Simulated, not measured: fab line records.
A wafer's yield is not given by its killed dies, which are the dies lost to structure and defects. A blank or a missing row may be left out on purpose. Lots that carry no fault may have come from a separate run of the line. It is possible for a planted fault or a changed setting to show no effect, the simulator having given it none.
One fault through the eyes of 2 desks -- flow n5-finfet -- each desk holds nothing but its own numbers, with what lay behind them at the end

## DESK OF THE TOOL OWNER: rie-si-06
The tool's own readings at N5_PMOS_HMC_CHANNEL_EPI_FIN_RECESS_16 (chemistry HBr/Cl2, target Si, target depth 54 nm, time 18 s): means of the sampled wafers that have a number, for each lot that ran on this tool. Any lot whose mean is over 4 standard deviations away from the usual mean is out of limits and marked OUT; that distance is given in the brackets.
Columns: A = chamber-pressure-mTorr at N5_PMOS_HMC_CHANNEL_EPI_FIN_RECESS_16, usual 10.000 mTorr; B = drypump-motor-current-A at N5_PMOS_HMC_CHANNEL_EPI_FIN_RECESS_16, usual 5.8 A; C = oes-product-au at N5_PMOS_HMC_CHANNEL_EPI_FIN_RECESS_16, usual 0.991 a.u.; D = throttle-valve-pct at N5_PMOS_HMC_CHANNEL_EPI_FIN_RECESS_16, usual 35.5 %
lot,first seen here,A,B,C,D
L571,day 1 17:56,9.996,5.3,0.999,35.1
L584,day 5 01:32,9.997,5.6,0.989,35.3
L586,day 5 11:38,9.995,5.6,0.996,35.3
This desk's verdict: no lot among the 3 shows anything out of limits.

## METROLOGY DESK
Lot by lot, what the gauges showed, no matter which tool ran the lot: averages of those sampled wafers that carry a number. Any lot whose mean is over 4 standard deviations away from the usual mean is out of limits and marked OUT; that distance is given in the brackets. Shown are 7 of the 15 readings it has, namely the first that went out of limits plus those furthest out on some lot.
Columns: A = PMOS_HMC_BLK_OVL at N5_PMOS_HMC_CHANNEL_EPI_OVL_MEAS_10, usual -0.1 nm; B = CJ_P at N5_BEOL_M4_RC_MEAS_101, usual 5.83; C = DIBL_P at N5_BEOL_M4_RC_MEAS_101, usual 36.5 mV/V; D = IOFF_P at N5_BEOL_M4_RC_MEAS_101, usual 0.21 nA/um; E = IOFF_P_85C at N5_BEOL_M4_RC_MEAS_101, usual 3.7 nA/um; F = IOFF_P_LONG at N5_BEOL_M4_RC_MEAS_101, usual 0.000106 nA/um; G = SS_P at N5_BEOL_M4_RC_MEAS_101, usual 73.4 mV/dec
lot,first seen here,A,B,C,D,E,F,G
L571,day 1 17:10,0.3,5.73,35.4,0.18,3.1,0.000107,72.8
L577,day 3 05:29,-0.2,5.75,35.0,0.23,3.9,0.000114,73.4
L580,day 4 00:06,0.3,6.00,36.3,0.19,3.3,0.000107,73.5
L583,day 4 17:49,-0.7,5.80,37.4,0.26,4.4,0.000111,74.4
L584,day 4 23:46,1.0,5.84,37.1,0.22,3.9,0.000103,73.3
L586,day 5 10:54,0.1,5.03 (-4.0) OUT,43.0,0.54 (+8.9) OUT,7.6 (+7.2) OUT,0.000092,79.4 (+7.9) OUT
L591,day 6 19:14,0.5,5.75,38.2,0.22,3.6,0.000093,73.5
L593,day 7 05:16,0.1,5.68,40.0,0.27,4.6,0.000108,74.1
L594,day 7 11:31,1.4,5.92,40.7,0.22,3.9,0.000089,74.7
This desk's result: L586 out of limits, first on L586 (CJ_P at N5_BEOL_M4_RC_MEAS_101), day 11 23:17. L571, L577, L580, L583, L584, L591, L593, L594: within limits.

## PUT TOGETHER
An alarm was possible from the metrology desk at day 11 23:17, on L586.
The tool owner's desk saw nothing out of limits.
On record at the tool owner's desk: L586, within its limits.
Of the lots named, all ran N5_PMOS_HMC_CHANNEL_EPI_FIN_RECESS_16 on rie-si-06.

## WHAT THE SIMULATOR PUT IN
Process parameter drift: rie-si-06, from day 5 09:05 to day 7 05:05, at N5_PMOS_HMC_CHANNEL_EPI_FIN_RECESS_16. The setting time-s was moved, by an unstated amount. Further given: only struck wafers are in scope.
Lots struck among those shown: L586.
Hours from the fault's start to each desk's first reading out of limits: the metrology desk, 158.
